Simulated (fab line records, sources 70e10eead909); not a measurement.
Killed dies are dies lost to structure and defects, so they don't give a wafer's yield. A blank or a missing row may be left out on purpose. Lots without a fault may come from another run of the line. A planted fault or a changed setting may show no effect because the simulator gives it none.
Chamber matching | flow nand_harc | NHARC_A_WL_FILL_STRIP_29 on rie_diel-13: 4 sister chambers
The step strips in O2, time 20 s. 4 wafers are shown with their chamber, then 7 later ones without.

WAFERS WITH THEIR CHAMBER
wafer  | chamber | showerhead_plenum_p_Torr (Torr)
L322.6 | 3       | 3.29
L330.6 | 1       | 3.65
L331.1 | 0       | 3.74
L331.2 | 2       | 3.63

WAFERS WITHOUT THEIR CHAMBER
wafer  | showerhead_plenum_p_Torr (Torr)
L331.4 | 3.29
L332.1 | 3.74
L332.3 | 3.65
L332.4 | 3.62
L333.4 | 3.62
L333.5 | 3.65
L333.6 | 3.74

WHICH CHAMBER EACH WENT THROUGH
wafer  | from the rows above | in truth
L331.4 | 3                   | 3
L332.1 | 0                   | 0
L332.3 | 1                   | 1
L332.4 | 2                   | 2
L333.4 | 2                   | 2
L333.5 | 1                   | 1
L333.6 | 0                   | 0
Placed correctly: 7 of 7. Can't be placed from these rows: 0. Placed wrongly: 0.
How it was worked out, from the rows above alone: a wafer's distance from a chamber is the root of the sum, over the readings, of the square of ((its reading less the chamber's mean) divided by the reading's scatter). The wafer belongs to the nearest chamber; if the next one is less than 2 further off, it can't be placed. A chamber's mean is the mean of its shown wafers. The scatter: with one shown wafer a chamber, the root of the mean of the squares of how far each hidden wafer lies from its nearest shown one.
